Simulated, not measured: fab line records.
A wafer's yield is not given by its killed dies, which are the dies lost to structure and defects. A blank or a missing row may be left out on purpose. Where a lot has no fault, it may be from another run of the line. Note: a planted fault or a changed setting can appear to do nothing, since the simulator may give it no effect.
fab line records	flow n5_finfet
record: lots: 5	wafers: 15	last_day: 17
route steps=1938 shown BEOL_M4@1099 BEOL_M5@1112 PASSIVATION@1936
lots that met no fault: from a run of the same line without faults
start_h: hours from the record's opening day to when the first of the lot's shown wafers began	wait_h: hours from the lot's prior step to this one	" identical to the entry in the row above	L1.1+2: several wafers, shown together as one row	- either no value or no given start	* or withheld: withheld	< > ~ a bound
route shown NAME@n: a module of which the file shows steps, and the number in the route of the first	usual: average and standard deviation across the fault-free wafers	same: alike in all rows	chamber/n: place in a boat	sites: per-site readings	_std_site: their standard deviation	_edge_site: inner sites' mean taken away from outer sites' mean	radius_mm: for every site, how far away it sits from the centre of the wafer	mask NAME#n: copy n	behind: the last tool/chamber to shape the wafer	hold: cause of the lot's hold/its duration in hours/its outcome	device: the transistor (n, p or np) that didn't switch	end of line: tests of these same wafers at the route's end	for a step that has no rows: nothing shown but its recipe	killed: not the wafer's yield, but the dies lost to structure and defects at the first sort	map: a wafer's dies, marking killed ones x, the rest . and places with no die _
set.NAME: the setting as run; set.NAME@STEP: as run at that earlier step	model.NAME: the simulator's own value behind a step, which no gauge read
certain route steps with their lots: each step a table, each wafer a row
services: from which hour (start_h, from the record's first day; less than 0 if before it) a tool's chamber was out of use, for how many hours, and why
== steps ==
step: N5_BEOL_M4_ANNEAL_95
recipe: temp_c: 400	time_s: 240	ambient: vacuum
step: N5_BEOL_M4_SPUTTER_96
recipe: material: Cu	target_thk_a: 45	temp_c: -20	chamber_pressure_pa: 0.07	power_w: withheld	time_s: 8.29
step: N5_BEOL_M4_ECD_50
recipe: material: Cu	target_thk_a: 3000
step: N5_BEOL_M4_ANNEAL_51
recipe: temp_c: 225	time_s: 90	ambient: N2
step: N5_BEOL_M4_CMP_52
recipe: stop_on: SiOC	t_overpolish_s: 6.8	down_force_psi: 1	platen_rpm: 50	clearing_platen_down_force_psi: 1.5	clearing_platen_rpm: 50	post_cmp_clean: cu_alkaline	target_thk_nm: 40	clearing_platen_pad_velocity_m_s: 0.99484	pad_velocity_m_s: 0.99484
step: N5_BEOL_M4_PRE_CLEAN_60
recipe: gas: NH3/H2	time_s: 15	temp_c: *	rf_power_w: 300
step: N5_BEOL_M4_CO_CAP_55
recipe: material: Co	target_thk_a: 20	temp_c: 200	precursor: CCTBA/H2	pressure_torr: 30	time_s: 102.1
step: N5_BEOL_M4_PRE_CLEAN_56
recipe: gas: NH3	time_s: 15	temp_c: withheld	rf_power_w: 300
step: N5_BEOL_M4_DEP_57
recipe: material: SiCN	target_thk_a: 80	temp_c: withheld	precursor: 3MS/NH3	pressure_torr: 3	rf_w: 202	time_s: 14
step: N5_BEOL_M4_RC_MEAS_101
usual: DIBL_N: 36.5/2.2	DIBL_P: 36.9/2.9	IOFF_N: 0.17/0.044	IOFF_P: 0.22/0.052	ION_N: 671/16	ION_P: 461/10	SS_N: 71.6/0.73	SS_P: 73.5/0.79	VT_N: 250/4.1	VT_P: -250/4.1
lot.wafer	tool	chamber	start_h	wait_h	DIBL_N[mV/V]	DIBL_P[mV/V]	IOFF_N[nA/um]	IOFF_P[nA/um]	ION_N[uA/um]	ION_P[uA/um]	SS_N[mV/dec]	SS_P[mV/dec]	VT_N[mV]	VT_P[mV]
L753.2	prober-02	0	252.93	0.2	39.9	42.9	0.25	0.29	687	461	72.6	75.1	242	-247
L753.3	"	0	"	"	32.7	32.2	0.11	0.14	681	461	70.8	72.2	253	-256
L753.5	"	0	"	"	36.3	38.0	0.16	0.20	672	455	71.3	74.1	249	-251
L756.3	prober-02	0	266.20	0.5	40.5	42.5	0.27	0.32	706	478	72.1	74.8	240	-245
L756.5	"	0	"	"	35.2	33.9	0.14	0.17	676	462	71.5	72.1	252	-254
L756.6	"	0	"	"	36.8	37.8	0.18	0.23	692	468	71.5	73.2	247	-252
L757.2	prober-02	0	268.72	0.2	38.8	40.6	0.19	0.26	666	463	71.6	74.2	248	-248
L757.4	"	0	"	"	34.5	34.9	0.13	0.18	662	460	71.5	73.4	253	-252
L757.6	"	0	"	"	34.7	35.1	0.12	0.18	662	455	71.3	73.3	254	-257
L760.1	prober-02	0	290.62	0.0	34.7	34.4	0.14	0.19	666	459	71.3	72.9	250	-249
L760.5	"	0	"	"	36.5	38.7	0.17	0.25	680	472	70.9	74.2	247	-245
L760.6	"	0	"	"	34.5	36.3	0.13	0.22	645	454	70.6	73.6	253	-249
L762.1	prober-02	0	296.85	0.0	38.8	40.5	0.21	0.25	686	460	72.5	73.7	245	-250
L762.2	"	0	"	"	36.8	38.2	0.19	0.23	680	465	71.8	73.5	244	-248
L762.3	"	0	"	"	37.6	38.7	0.19	0.23	680	464	71.8	73.1	246	-248
step: N5_BEOL_M5_ILD_DEP_00
recipe: material: SiCOH_lowk	target_thk_a: 1406.4	temp_c: 300	precursor: DEMS/porogen	pressure_torr: 5	rf_w: 500	time_s: 25.9
step: N5_BEOL_M5_CURE_79
recipe: temp_c: 385	time_s: 240	ambient: He/Ar	material: SiCOH_lowk
step: N5_BEOL_M5_PECVD_70
recipe: material: SiO2	target_thk_a: 160	temp_c: 400	precursor: TEOS/O2	pressure_torr: 5.5	rf_w: 450	teos_flow_sccm: 53.8	gas: O2	flow_sccm: 3000	time_s: 18
step: N5_BEOL_M5_HM_DEP_02
recipe: material: TiN	target_thk_a: 200	temp_c: 25	chamber_pressure_pa: 0.49996
step: N5_BEOL_M5_COAT_59
recipe: resist: SOC	temp_c: 250	time_s: 60	spin_rpm: 1500	resist_thk_nm: 60
step: N5_BEOL_M5_COAT_60
recipe: resist: SiARC	temp_c: 220	time_s: 60	spin_rpm: 1500	resist_thk_nm: 12
step: N5_BEOL_M5_COAT_71
recipe: resist: underlayer	temp_c: 205	time_s: 60	spin_rpm: 1500	resist_thk_nm: 5
step: N5_BEOL_M5_COAT_05
recipe: resist: CAR-EUV	spin_rpm: 1500	resist_thk_nm: 30
step: N5_BEOL_M5_EBR_07
recipe: solvent: PGMEA	ebr_width_mm: 1.5
step: N5_BEOL_M5_SOFTBAKE_06
recipe: temp_c: 110	time_s: 60	resist: CAR-EUV
step: N5_BEOL_M5_EXPOSE_08
recipe: mask_id: M5	na: 0.33	source_shape: annular	sigma_inner: 0.4	sigma_outer: 0.8	polarization: unpolarized	target_cd_nm: 28	dose_mj: 35.75
step: N5_BEOL_M5_PEB_09
recipe: peb_temp_c: 100	peb_time_s: 60	resist: CAR-EUV
step: N5_BEOL_M5_DEVELOP_10
recipe: develop_time_s: 30	developer: TMAH	resist: CAR-EUV	rinse_liquid: surfactant_rinse	dry: air_spin	dev_temp_c: 23
step: N5_BEOL_M5_DESCUM_16
recipe: chemistry: O2	time_s: 7	source_power_w: 50	bias_power_w: 20	pressure_mtorr: 20	rf_frequency_hz: 2.712e+07	temp_c: 40	resist: CAR-EUV	o2_flow_sccm: 225
step: N5_BEOL_M5_ETCH_72
recipe: chemistry: N2/H2	target: underlayer	target_depth_a: 65	mask_material: CAR-EUV	time_s: 5.2	ion_energy_ev: 200	pressure_mtorr: 30	source_w: 840	bias_w: 150	n2_flow_sccm: 200	h2_flow_sccm: 200	ends: cleared
step: N5_BEOL_M5_ETCH_61
recipe: chemistry: CF4	target: SiARC	target_depth_a: 156	mask_material: CAR-EUV	time_s: 26	ion_energy_ev: 80	pressure_mtorr: 40	source_w: 545	bias_w: 36	Ar_flow_sccm: 100	cf4_flow_sccm: 100	ends: cleared
step: N5_BEOL_M5_ETCH_62
recipe: chemistry: N2/H2	target: SOC	target_depth_a: 750	overetch_a: 150	mask_material: SiARC	temp_c: 40	time_s: 112.5	ion_energy_ev: 200	pressure_mtorr: 30	source_w: 840	bias_w: 150	n2_flow_sccm: 200	h2_flow_sccm: 200
step: N5_BEOL_M5_STRIP_63
recipe: chemistry: N2/H2	temp_c: 40	n2_flow_sccm: 200	h2_flow_sccm: 200	rf_frequency_hz: 6e+07
step: N5_BEOL_M5_STRIP_73
recipe: chemistry: N2/H2	temp_c: 40	n2_flow_sccm: 200	h2_flow_sccm: 200	rf_frequency_hz: 6e+07
step: N5_BEOL_M5_STRIP_64
recipe: chemistry: CF4	resist: SiARC	power_w: 300	bias_power_w: 75	pressure_mtorr: 50	cf4_flow_sccm: 150	rf_frequency_hz: 6e+07
step: N5_BEOL_M5_HM_OPEN_17
recipe: chemistry: Cl2/BCl3	target_depth_a: 200	overetch_a: 60	target: TiN	mask_material: SOC	ion_energy_ev: 150	pressure_mtorr: 10	icp_w: 1000	bias_w: 126	Cl2_flow_sccm: 53.25	bcl3_flow_sccm: 21.75	Ar_flow_sccm: 25
step: N5_BEOL_M5_STRIP_19
recipe: chemistry: O2	power_w: 400	temp_c: 40	pressure_mtorr: 30	rf_frequency_hz: 6e+07	bias_power_w: 0	overash_fraction: 0.2	o2_flow_sccm: 225
step: N5_BEOL_M5_COAT_65
recipe: resist: SOC	temp_c: 250	time_s: 60	spin_rpm: 1500	resist_thk_nm: 60
step: N5_BEOL_M5_COAT_66
recipe: resist: SiARC	temp_c: 220	time_s: 60	spin_rpm: 1500	resist_thk_nm: 12
step: N5_BEOL_M5_EXPOSE_25
recipe: mask_id: V4	na: 0.33	source_shape: quasar	sigma_inner: 0.2	sigma_outer: 0.6	polarization: unpolarized	defocus_nm: 10	dose_mj: 52.75
same: sigma_inner: 0.2
lot.wafer	tool	chamber	start_h	wait_h	mask
L753.2+3+5	euv_scanner-02	0	257.56	-	V4#0
L756.3+5+6	euv_scanner-02	0	269.15	-	V4#0
L757.2+4+6	euv_scanner-02	0	274.05	-	V4#0
L760.1+5+6	euv_scanner-02	0	294.92	-	V4#0
L762.1+2+3	euv_scanner-01	0	303.30	-	V4#0
step: N5_PASSIVATION_PROBE_49
usual: defect_limited_yield: 91.3/1.4	killed_at_M0_to_M3: 36/10	killed_at_M4_up: 13/5.4	killed_at_contacts: 12/5.3	killed_at_front_end: 39/10	killed_at_other: 3.2/2.7	killed_dies: 103/16	killed_on_rim: 13/4	killed_open: 68/13	killed_short: 33/6.6	sort_bin_5_function: 5.1/0.92	sort_bin_6_memory: 3.3/0.68	sort_n_pass: 1077/17	sort_yield_pct: 91.2/1.4
same: gross_dies: 1180	killed_at_back_side: 0	sort_bin_4_leakage[%]: 0	sort_bin_8_speed[%]: 0
lot.wafer	tool	chamber	start_h	wait_h	defect_limited_yield[%]	killed_at_M0_to_M3	killed_at_M4_up	killed_at_contacts	killed_at_front_end	killed_at_other	killed_dies	killed_on_rim	killed_open	killed_short	sort_bin_5_function[%]	sort_bin_6_memory[%]	sort_n_pass	sort_yield_pct[%]
L753.2	prober-01	-	351.64	0.1	90.9	30	15	17	43	2	107	14	68	37	6.1	2.6	1073	90.9
L753.3	prober-01	-	351.69	0.1	92.1	29	19	9	30	6	93	9	57	33	3.8	3.6	1087	92.1
L753.5	prober-01	-	351.79	0.2	91.5	37	15	22	25	1	100	10	66	32	5.1	3.3	1080	91.5
L757.2	prober-02	-	374.87	0.1	0	48	1077	12	42	1	1180	152	73	46	26.0	3.5	0	0
L757.4	prober-02	-	374.97	0.2	0	37	1109	7	27	0	1180	152	64	28	4.6	3.2	0	0
L757.6	prober-02	-	375.07	0.3	36.1	33	664	6	50	1	754	94	69	33	42.0	16.6	426	36.1
L756.3	prober-01	-	390.31	0.1	0	34	1085	9	45	7	1180	152	74	35	6.1	3.0	0	0
L756.5	prober-01	-	390.41	0.2	90.1	44	25	11	32	5	117	18	73	27	5.9	3.6	1063	90.1
L756.6	prober-01	-	390.46	0.3	75.5	27	210	14	36	2	289	33	60	33	13.1	10.3	891	75.5
L760.1	prober-01	-	402.36	0.0	75.8	36	198	17	34	0	285	39	55	38	13.1	9.8	895	75.8
L760.5	prober-01	-	402.56	0.2	0	57	1068	20	34	1	1180	152	82	31	18.8	3.9	0	0
L760.6	prober-01	-	402.61	0.3	0	41	1076	27	33	3	1180	152	87	26	4.8	4.7	0	0
L762.1	prober-02	-	412.14	0.0	90.8	45	15	6	40	2	108	14	67	37	5.8	3.1	1072	90.8
L762.2	prober-02	-	412.19	0.1	91.9	47	8	11	24	6	96	17	61	35	4.4	3.3	1084	91.9
L762.3	prober-02	-	412.24	0.1	90.8	57	9	10	30	3	109	16	66	35	5.3	2.6	1071	90.8
killed by level:class
L753.2 MOL_CONTACT_COAG:geometric_particle:open=11 FIN_SAQP:geometric_particle:short=9 FIN_SAQP:geometric_particle:open=9 BEOL_M2:geometric_particle:open=9 STI_FIN_REVEAL:geometric_particle:open=6 MOL_CONTACT_COAG:geometric_particle:short=6 BEOL_M0:geometric_particle:open=5 BEOL_M0_SAQP:geometric_particle:open=5
L753.3 MOL_CONTACT_COAG:geometric_particle:open=8 BEOL_M2:geometric_particle:open=8 FIN_SAQP:geometric_particle:short=6 BEOL_M0_SAQP:geometric_particle:short=6 BEOL_M4:geometric_particle:open=5 FIN_SAQP:geometric_particle:open=4 STI_FIN_REVEAL:geometric_particle:open=4 BEOL_M0_SAQP:geometric_particle:open=4
L753.5 MOL_CONTACT_COAG:geometric_particle:open=18 BEOL_M0_SAQP:geometric_particle:short=9 BEOL_M0:geometric_particle:open=7 BEOL_M2:geometric_particle:open=7 DUMMY_GATE:geometric_particle:open=6 BEOL_M0_SAQP:geometric_particle:open=6 BEOL_M4:geometric_particle:open=6 FIN_SAQP:geometric_particle:open=5
L757.2 BEOL_M5:area_expose=1050 BEOL_M0_SAQP:geometric_particle:short=11 FIN_SAQP:geometric_particle:short=10 FIN_SAQP:geometric_particle:open=9 BEOL_M0_SAQP:geometric_particle:open=9 HKMG_FIN:area_etch=9 MOL_CONTACT_COAG:geometric_particle:open=8 BEOL_M4:geometric_particle:open=8
L757.4 BEOL_M5:area_expose=1086 BEOL_M1:geometric_particle:open=13 FIN_SAQP:geometric_particle:open=8 BEOL_M0_SAQP:geometric_particle:short=8 MOL_CONTACT_COAG:geometric_particle:open=7 BEOL_M0_SAQP:geometric_particle:open=7 BEOL_M4:geometric_particle:open=6 FIN_SAQP:geometric_particle:short=5
L757.6 BEOL_M5:area_expose=651 STI_FIN_REVEAL:geometric_particle:open=11 BEOL_M4:geometric_particle:open=9 FIN_SAQP:geometric_particle:open=8 DUMMY_GATE:geometric_particle:open=8 BEOL_M0_SAQP:geometric_particle:open=7 BEOL_M1:geometric_particle:open=7 GATE_CUT:geometric_particle:short=6
L756.3 BEOL_M5:area_expose=1071 DUMMY_GATE:geometric_particle:open=12 BEOL_M3:geometric_particle:open=11 BEOL_M4:geometric_particle:open=8 BEOL_M0_SAQP:geometric_particle:open=7 FIN_SAQP:geometric_particle:short=5 STI_FIN_REVEAL:geometric_particle:open=5 MOL_CONTACT_COAG:geometric_particle:open=5
L756.5 BEOL_M5:area_expose=13 BEOL_M0:geometric_particle:open=12 MOL_CONTACT_COAG:geometric_particle:open=8 BEOL_M2:geometric_particle:open=8 BEOL_M4:geometric_particle:open=6 GATE_CUT:geometric_particle:open=5 BEOL_M0_SAQP:geometric_particle:open=5 ILD0:geometric_particle:open=4
L756.6 BEOL_M5:area_expose=195 MOL_CONTACT_COAG:geometric_particle:open=11 FIN_SAQP:geometric_particle:short=10 STI_FIN_REVEAL:geometric_particle:open=6 BEOL_M0_SAQP:geometric_particle:short=6 BEOL_M0_SAQP:geometric_particle:open=5 FIN_SAQP:geometric_particle:open=4 ILD0:geometric_particle:open=4
L760.1 BEOL_M5:area_expose=190 MOL_CONTACT_COAG:geometric_particle:open=14 BEOL_M0_SAQP:geometric_particle:short=9 STI_FIN_REVEAL:geometric_particle:open=8 STI_FIN_REVEAL:geometric_particle:short=6 GATE_CUT:geometric_particle:short=6 BEOL_M0_SAQP:geometric_particle:open=6 BEOL_M3:geometric_particle:open=5
L760.5 BEOL_M5:area_expose=1064 STI_FIN_REVEAL:geometric_particle:open=17 MOL_CONTACT_COAG:geometric_particle:open=15 BEOL_M2:geometric_particle:open=15 BEOL_M0_SAQP:geometric_particle:short=9 BEOL_M3:geometric_particle:open=9 BEOL_M0:geometric_particle:open=6 BEOL_M1:geometric_particle:open=6
L760.6 BEOL_M5:area_expose=1065 MOL_CONTACT_COAG:geometric_particle:open=23 BEOL_M1:geometric_particle:open=12 BEOL_M2:geometric_particle:open=11 STI_FIN_REVEAL:geometric_particle:open=7 BEOL_M0_SAQP:geometric_particle:open=6 BEOL_M4:geometric_particle:open=6 FIN_SAQP:geometric_particle:open=4
L762.1 BEOL_M1:geometric_particle:open=13 BEOL_M3:geometric_particle:open=13 FIN_SAQP:geometric_particle:short=9 FIN_SAQP:geometric_particle:open=9 BEOL_M4:geometric_particle:open=8 STI_FIN_REVEAL:geometric_particle:open=6 BEOL_M2:geometric_particle:short=5 BEOL_M0_SAQP:geometric_particle:short=4
L762.2 BEOL_M0_SAQP:geometric_particle:short=12 BEOL_M0_SAQP:geometric_particle:open=11 MOL_CONTACT_COAG:geometric_particle:open=8 BEOL_M2:geometric_particle:short=7 BEOL_M2:geometric_particle:open=6 BEOL_M3:geometric_particle:open=5 FIN_SAQP:geometric_particle:open=4 ILD0:geometric_particle:open=4
L762.3 BEOL_M2:geometric_particle:open=18 BEOL_M3:geometric_particle:open=12 BEOL_M0_SAQP:geometric_particle:short=9 MOL_CONTACT_COAG:geometric_particle:open=8 BEOL_M0_SAQP:geometric_particle:open=6 HKMG_FIN:area_etch=6 STI_FIN_REVEAL:geometric_particle:open=5 BEOL_M1:geometric_particle:open=4
map L756.3 (x killed, . not)
_________________xxxxxxxxxxxx________________
______________xxxxxxxxxxxxxxxxxx_____________
___________xxxxxxxxxxxxxxxxxxxxxxxx__________
__________xxxxxxxxxxxxxxxxxxxxxxxxxx_________
________xxxxxxxxxxxxxxxxxxxxxxxxxxxxxx_______
_______xxxxxxxxxxxxxxxxxxxxxxxxxxxxxxxx______
______xxxxxxxxxxxxxxxxxxxxxxxxxxxxxxxxxx_____
_____xxxxxxxxxxxxxxxxxxxxxxxxxxxxxxxxxxxx____
____xxxxxxxxxxxxxxxxxxxxxxxxxxxxxxxxxxxxxx___
___xxxxxxxxxxxxxxxxxxxxxxxxxxxxxxxxxxxxxxxx__
___xxxxxxxxxxxxxxxxxxxxxxxxxxxxxxxxxxxxxxxx__
__xxxxxxxxxxxxxxxxxxxxxxxxxxxxxxxxxxxxxxxxxx_
__xxxxxxxxxxxxxxxxxxxxxxxxxxxxxxxxxxxxxxxxxx_
_xxxxxxxxxxxxxxxxxxxxxxxxxxxxxxxxxxxxxxxxxxxx
_xxxxxxxxxxxxxxxxxxxxxxxxxxxxxxxxxxxxxxxxxxxx
_xxxxxxxxxxxxxxxxxxxxxxxxxxxxxxxxxxxxxxxxxxxx
_xxxxxxxxxxxxxxxxxxxxxxxxxxxxxxxxxxxxxxxxxxxx
_xxxxxxxxxxxxxxxxxxxxxxxxxxxxxxxxxxxxxxxxxxxx
_xxxxxxxxxxxxxxxxxxxxxxxxxxxxxxxxxxxxxxxxxxxx
_xxxxxxxxxxxxxxxxxxxxxxxxxxxxxxxxxxxxxxxxxxxx
_xxxxxxxxxxxxxxxxxxxxxxxxxxxxxxxxxxxxxxxxxxxx
__xxxxxxxxxxxxxxxxxxxxxxxxxxxxxxxxxxxxxxxxxx_
__xxxxxxxxxxxxxxxxxxxxxxxxxxxxxxxxxxxxxxxxxx_
___xxxxxxxxxxxxxxxxxxxxxxxxxxxxxxxxxxxxxxxx__
___xxxxxxxxxxxxxxxxxxxxxxxxxxxxxxxxxxxxxxxx__
____xxxxxxxxxxxxxxxxxxxxxxxxxxxxxxxxxxxxxx___
_____xxxxxxxxxxxxxxxxxxxxxxxxxxxxxxxxxxxx____
______xxxxxxxxxxxxxxxxxxxxxxxxxxxxxxxxxx_____
_______xxxxxxxxxxxxxxxxxxxxxxxxxxxxxxxx______
________xxxxxxxxxxxxxxxxxxxxxxxxxxxxxx_______
__________xxxxxxxxxxxxxxxxxxxxxxxxxx_________
___________xxxxxxxxxxxxxxxxxxxxxxxx__________
______________xxxxxxxxxxxxxxxxxx_____________
_________________xxxxxxxxxxxx________________
map L757.2 (x killed, . not)
_________________xxxxxxxxxxxx________________
______________xxxxxxxxxxxxxxxxxx_____________
___________xxxxxxxxxxxxxxxxxxxxxxxx__________
__________xxxxxxxxxxxxxxxxxxxxxxxxxx_________
________xxxxxxxxxxxxxxxxxxxxxxxxxxxxxx_______
_______xxxxxxxxxxxxxxxxxxxxxxxxxxxxxxxx______
______xxxxxxxxxxxxxxxxxxxxxxxxxxxxxxxxxx_____
_____xxxxxxxxxxxxxxxxxxxxxxxxxxxxxxxxxxxx____
____xxxxxxxxxxxxxxxxxxxxxxxxxxxxxxxxxxxxxx___
___xxxxxxxxxxxxxxxxxxxxxxxxxxxxxxxxxxxxxxxx__
___xxxxxxxxxxxxxxxxxxxxxxxxxxxxxxxxxxxxxxxx__
__xxxxxxxxxxxxxxxxxxxxxxxxxxxxxxxxxxxxxxxxxx_
__xxxxxxxxxxxxxxxxxxxxxxxxxxxxxxxxxxxxxxxxxx_
_xxxxxxxxxxxxxxxxxxxxxxxxxxxxxxxxxxxxxxxxxxxx
_xxxxxxxxxxxxxxxxxxxxxxxxxxxxxxxxxxxxxxxxxxxx
_xxxxxxxxxxxxxxxxxxxxxxxxxxxxxxxxxxxxxxxxxxxx
_xxxxxxxxxxxxxxxxxxxxxxxxxxxxxxxxxxxxxxxxxxxx
_xxxxxxxxxxxxxxxxxxxxxxxxxxxxxxxxxxxxxxxxxxxx
_xxxxxxxxxxxxxxxxxxxxxxxxxxxxxxxxxxxxxxxxxxxx
_xxxxxxxxxxxxxxxxxxxxxxxxxxxxxxxxxxxxxxxxxxxx
_xxxxxxxxxxxxxxxxxxxxxxxxxxxxxxxxxxxxxxxxxxxx
__xxxxxxxxxxxxxxxxxxxxxxxxxxxxxxxxxxxxxxxxxx_
__xxxxxxxxxxxxxxxxxxxxxxxxxxxxxxxxxxxxxxxxxx_
___xxxxxxxxxxxxxxxxxxxxxxxxxxxxxxxxxxxxxxxx__
___xxxxxxxxxxxxxxxxxxxxxxxxxxxxxxxxxxxxxxxx__
____xxxxxxxxxxxxxxxxxxxxxxxxxxxxxxxxxxxxxx___
_____xxxxxxxxxxxxxxxxxxxxxxxxxxxxxxxxxxxx____
______xxxxxxxxxxxxxxxxxxxxxxxxxxxxxxxxxx_____
_______xxxxxxxxxxxxxxxxxxxxxxxxxxxxxxxx______
________xxxxxxxxxxxxxxxxxxxxxxxxxxxxxx_______
__________xxxxxxxxxxxxxxxxxxxxxxxxxx_________
___________xxxxxxxxxxxxxxxxxxxxxxxx__________
______________xxxxxxxxxxxxxxxxxx_____________
_________________xxxxxxxxxxxx________________
== services ==
tool	chamber	start_h	hours	kind
euv_scanner-02	-	236.78	4.6	pm
euv_scanner-02	0	257.93	-	calibration
euv_scanner-02	-	272.58	1.0	pm
euv_scanner-01	-	273.59	1.0	pm
euv_scanner-02	-	274.56	0.1	repair
euv_scanner-01	-	277.82	1.3	repair
euv_scanner-02	-	280.02	5.0	repair
== key ==
first_sign: step: N5_PASSIVATION_PROBE_49	reading: killed_at_M4_up	direction: up	sigmas: 99+	usual: 13	struck: 724
effect: step: N5_PASSIVATION_PROBE_49	reading: defect_limited_yield	direction: down	sigmas: 44	usual: 91.3	struck: 30.8	wafers_moved: 8
more_kills_born_at: N5_BEOL_M5_EXPOSE_25@euv_scanner-02: 6385
met_at N5_BEOL_M5_EXPOSE_25
struck_wafers L756.3,L756.5,L756.6,L757.2,L757.4,L757.6,L760.1,L760.5,L760.6
later_rows_left_out L756.3,L757.2,L757.4,L757.6,L760.5,L760.6
loop_trim: step: N5_BEOL_M5_EXPOSE_25	setting: dose	lots: L760
onset_between 257.56 269.15
fault: kind: process_parameter_drift	tool: euv_scanner-02	chamber: -	onset_h: 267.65	steps: N5_BEOL_M5_EXPOSE_25	channel: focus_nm	offset: 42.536	spread_by_wafer: 0.3	shape: step
later_rows_left_out: the simulator's readings of these wafers behind a module that went badly wrong aren't trusted and aren't shown, but for the sort
loop_trim: a control loop set the setting to another value than it would have without faults
